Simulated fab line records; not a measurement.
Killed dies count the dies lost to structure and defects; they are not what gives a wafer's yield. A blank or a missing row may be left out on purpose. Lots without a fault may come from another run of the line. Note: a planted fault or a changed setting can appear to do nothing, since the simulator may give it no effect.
Chamber matching	flow n5_finfet	4 sister chambers for N5_BEOL_M8_ETCH_72 on rie_diel-02
The step etches underlayer in N2/H2, target depth 6.5 nm, time 5.2 s. 22 wafers are shown with their chamber, then 11 later ones without.

WAFERS PAIRED WITH THEIR CHAMBERS
wafer	chamber	throttle_valve_pct (%)	showerhead_plenum_p_Torr (Torr)	drypump_motor_current_A (A)
L074.1	0	18.0	2.52	5.6
L074.5	3	17.9	2.54	5.0
L074.6	2	18.2	2.42	5.0
L079.4	0	18.0	2.51	5.6
L079.5	1	17.5	2.48	5.4
L079.6	2	18.2	2.42	5.0
L080.1	2	18.2	2.42	5.1
L080.3	3	18.0	2.53	4.9
L080.4	1	17.5	2.48	5.4
L083.1	1	17.5	2.48	5.4
L083.2	0	18.1	2.51	5.6
L083.6	0	18.0	2.51	5.6
L084.1	3	18.0	2.53	4.9
L084.2	1	17.5	2.48	5.3
L084.4	0	18.0	2.51	5.6
L088.1	2	18.2	2.41	5.0
L088.2	0	18.0	2.51	5.6
L088.3	1	17.5	2.47	5.3
L087.3	1	17.5	2.47	5.3
L087.5	2	18.2	2.41	5.0
L087.6	3	18.0	2.53	4.9
L092.1	1	17.5	2.47	5.3

SIGNATURES (means of the wafers above)
reading	chamber 0	chamber 1	chamber 2	chamber 3	scatter within a chamber
throttle_valve_pct	18.017	17.500	18.200	17.975	0.0297
showerhead_plenum_p_Torr	2.5117	2.4757	2.4160	2.5325	0.005
drypump_motor_current_A	5.600	5.343	5.020	4.925	0.0426
Rule: for each reading, subtract the chamber's mean from the wafer's reading, divide by that reading's scatter and square the result; add these up over the readings and take the root, which gives the wafer's distance from the chamber. The wafer belongs to the nearest chamber; if the next one is less than 2 further off, it can't be placed. How the scatter is found: for the shown wafers, subtract from each reading the mean of its chamber, square and add these, divide the total by (wafers less chambers), then take the root.

WAFERS MISSING THEIR CHAMBER
wafer	throttle_valve_pct (%)	showerhead_plenum_p_Torr (Torr)	drypump_motor_current_A (A)
L092.3	18.0	2.52	4.9
L092.6	18.1	2.50	5.6
L094.1	18.1	2.50	5.6
L094.2	18.0	2.52	4.9
L094.3	17.5	2.46	5.4
L095.2	18.0	2.52	4.9
L095.3	17.6	2.46	5.4
L095.6	18.1	2.52	4.9
L096.1	18.0	2.52	4.9
L096.3	18.3	2.40	5.0
L096.5	18.1	2.50	5.6

THE CHAMBER EACH PASSED THROUGH
wafer	from the rows above	in truth
L092.3	3	3
L092.6	0	0
L094.1	0	0
L094.2	3	3
L094.3	1	1
L095.2	3	3
L095.3	1	1
L095.6	3	3
L096.1	3	3
L096.3	2	2
L096.5	0	0
11 of 11 placed correctly. Left unplaced by these rows: 0. 0 placed wrongly.
